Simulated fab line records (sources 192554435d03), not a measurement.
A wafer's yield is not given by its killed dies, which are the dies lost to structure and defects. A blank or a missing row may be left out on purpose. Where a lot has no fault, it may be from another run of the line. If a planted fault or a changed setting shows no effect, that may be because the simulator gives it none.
A struck lot beside a sound one -- flow n5Finfet -- 16 out of 1938 route steps
Sound: the wafers L720.3, L720.4, L720.6. Struck: wafers L703.3, L703.5 (left out: L703.2, a lot-mate that was not struck); the cause follows at the end.
Each step with rows lists, per side, the tool, then ch with its chambers, then its first start. Under that, the readings that differ: sound wafers -- struck wafers -- difference of the means -- sigmas: that difference in standard deviations of wafers without a fault.
alike: words and numbers the same on both sides, and readings whose means are apart by under 2 such deviations; not compared: readings that were withheld, readings missing a value for some wafer, numbers with overlapping values and no deviation given by the record, and bounds like >300 which may hide the same value.
A row with sigmas, a row that says differs or no value, or rows on one side alone: a step with any of these is where the two part. Numbers that have no deviation but don't overlap get no sigmas and don't part them. A reading that every wafer of one side lacks parts them only if that side has two wafers or more.

first, 4 steps without rows for these wafers: N5_BEOL_M2_SPUTTER_90 (material Cu, target thk 4.5 nm, time 8.29 s); N5_BEOL_M2_ANNEAL_91 (time 240 s); N5_BEOL_M2_SPUTTER_92 (material Cu, target thk 4.5 nm, time 8.29 s); N5_BEOL_M2_ANNEAL_93 (time 240 s).
N5_BEOL_M2_SPUTTER_94: material Cu, target thk 4.5 nm, time 8.29 s.
  sound: pvdSputter-03 at day 12 04:34; struck: pvdSputter-01 at day 7 23:17
  alike: throttleValvePct
N5_BEOL_M2_ANNEAL_95: time 240 s.
  sound: pvdSputter-03 at day 12 04:38; struck: pvdSputter-01 at day 7 23:22
reading,sound,struck,difference,sigmas
heaterPowerW (W),809 873 866,1036 1005,+171,+3
N5_BEOL_M2_SPUTTER_96: material Cu, target thk 4.5 nm, time 8.29 s.
  sound: pvdSputter-03 at day 12 04:47; struck: pvdSputter-01 at day 7 23:31
  alike: throttleValvePct
then, 1 step without rows for these wafers: N5_BEOL_M2_ECD_50 (material Cu, target thk 300 nm).
N5_BEOL_M2_ANNEAL_51: time 90 s.
  sound on rtpAnneal-02 ch 0, day 12 05:11; struck on rtpAnneal-01 ch 0, day 7 23:49
  alike: annealTempCMax, wafer_temp_C_max
then, 1 step without rows for these wafers: N5_BEOL_M2_CMP_52 (polishes, stops on SiOC, t overpolish 6.8 s, target thk 40 nm).
N5_BEOL_M2_THK_MEAS_53: measures by xrf.
  sound: filmMetro-02 at day 12 05:41; struck: filmMetro-01 at day 8 00:23
  alike: M2_THK
N5_BEOL_M2_PRE_CLEAN_60: time 15 s.
  sound on cvdCo-01 ch 0,1,2, day 12 05:43; struck on cvdCo-02 ch 0,2, day 8 00:25
  alike: heaterPowerW, rfFwdPowerW
N5_BEOL_M2_CO_CAP_55: material Co, precursor CCTBA/H2, target thk 2 nm, time 102.1 s.
  sound on cvdCo-01 ch 0,1,2, day 12 05:45; struck on cvdCo-02 ch 0,2, day 8 00:27
reading,sound,struck,difference,sigmas
runLengthS (s),125.0 125.1 125.5,73.6 74.7,-51.0,-93
model.Co_of_BEOL_M2_CO_CAP_55.thkNm (nm),2 2.4 2.2,1 1,-1,
  alike: heaterPowerW
then, 1 step without rows for these wafers: N5_BEOL_M2_PRE_CLEAN_56 (time 15 s).
N5_BEOL_M4_RC_MEAS_101:
  sound on prober-02 ch 0, day 13 04:30; struck on prober-01 ch 0, day 9 06:04
reading,sound,struck,difference,sigmas
DIBL_P (mV/V),35 34 30,40 40,+7,+2
IOFF_P (nA/um),0.16 0.16 0.11,0.27 0.27,+0.13,+2
SS_N (mV/dec),70.5 71.0 69.2,72.1 72.4,+2.0,+2
SS_P (mV/dec),72.1 72.5 71.3,74.9 74.3,+2.6,+3
VT_N (mV),254 253 260,244 246,-11,-2
  alike: DIBL_N, IOFF_N, ION_N, ION_P, VT_P
-- here the record skips 4 days between the struck wafers' starts before and after, leaving off in module BEOL_M4 and picking up in module PASSIVATION (first step shown: number 1936 of the route) --
N5_PASSIVATION_PROBE_49:
  sound: prober-02 at day 17 16:03; struck: prober-01 at day 13 14:58
  alike: defectLimitedYield, killed_at_M0_to_M3, killed_at_M4_up, killedAtContacts, killedAtFrontEnd, killedAtOther, killedDies, killedOpen, killedShort, sort_bin_5_function, sort_bin_6_memory, sort_bin_8_speed, sortNPass, sortYieldPct

WHERE THEY PART
Earliest at N5_BEOL_M2_ANNEAL_95; latest, in this record, at N5_BEOL_M4_RC_MEAS_101. Later steps at which nothing parts them and some readings are alike: N5_PASSIVATION_PROBE_49.

WHY: what had been put in by the simulator
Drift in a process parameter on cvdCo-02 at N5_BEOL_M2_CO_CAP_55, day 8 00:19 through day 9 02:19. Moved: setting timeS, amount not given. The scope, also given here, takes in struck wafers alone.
